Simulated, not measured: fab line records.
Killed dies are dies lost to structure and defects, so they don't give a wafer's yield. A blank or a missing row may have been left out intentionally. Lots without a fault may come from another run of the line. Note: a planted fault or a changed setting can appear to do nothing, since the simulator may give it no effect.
2 desks looking at one fault / flow n5_finfet / only its own numbers are on each desk; what lay behind them is given at the end

== FROM THE METROLOGY DESK ==
What the gauges read, lot by lot, whatever tool the lot ran on: means of the sampled wafers that have a number. The brackets show how far a lot's mean lies from the usual mean; more than 4 standard deviations puts the lot out of limits, marked OUT.
Columns: A = M5_ILD_THK at N5_BEOL_M5_THK_MEAS_01, usual 121.1 nm
lot=L419; first seen here=day 9 01:37; A=120.7
lot=L424; first seen here=day 9 06:31; A=121.8
lot=L423; first seen here=day 9 06:53; A=121.6
lot=L425; first seen here=day 9 09:42; A=120.5
lot=L426; first seen here=day 9 21:49; A=120.9
lot=L432; first seen here=day 11 11:24; A=120.8
lot=L434; first seen here=day 11 14:23; A=120.8
lot=L435; first seen here=day 12 08:29; A=120.4
lot=L437; first seen here=day 12 23:28; A=119.9
lot=L441; first seen here=day 14 01:32; A=121.6
This desk's verdict: no lot among the 10 shows anything out of limits.

== THE TOOL OWNER'S DESK: litho_track-01 ==
The tool's own readings at N5_BEOL_M5_COAT_66 (time 60 s, resist thk 12 nm): means of the sampled wafers that have a number, for each lot that ran on this tool. The brackets show how far a lot's mean lies from the usual mean; more than 4 standard deviations puts the lot out of limits, marked OUT.
Columns: A = exhaust_pa at N5_BEOL_M5_COAT_66, usual 44.9 Pa; B = heater_power_total_W at N5_BEOL_M5_COAT_66, usual 427.7 W; C = spin_speed_rpm at N5_BEOL_M5_COAT_66, usual 1500.1 rpm
lot=L424; first seen here=day 9 09:41; A=44.3; B=428.2; C=1499.9
lot=L426; first seen here=day 9 23:26; A=45.1; B=427.7; C=1500.2
lot=L432; first seen here=day 11 13:56; A=45.2; B=428.2; C=1592.3 (+92) OUT
lot=L434; first seen here=day 11 20:26; A=43.9; B=426.8; C=1592.7 (+93) OUT
This desk's finding: out of limits on L432, L434; first on L432, day 11 13:56 (spin_speed_rpm at N5_BEOL_M5_COAT_66). In limits: L424, L426.

== ALL TOGETHER ==
On L432, L434, at day 11 13:56, an alarm was possible from the tool owner's desk.
At the metrology desk, nothing out of limits was observed.
The metrology desk has L432, L434 on record, within its limits.
N5_BEOL_M5_COAT_66 was run on litho_track-01 by each of the lots named.

== WHAT THE SIMULATOR PUT IN ==
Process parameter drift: litho_track-01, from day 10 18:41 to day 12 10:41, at N5_BEOL_M5_COAT_66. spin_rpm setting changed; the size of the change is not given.
Lots struck among those shown: L432, L434.
Delay in hours, fault start to first out-of-limits reading, by desk: the tool owner's desk at 19.
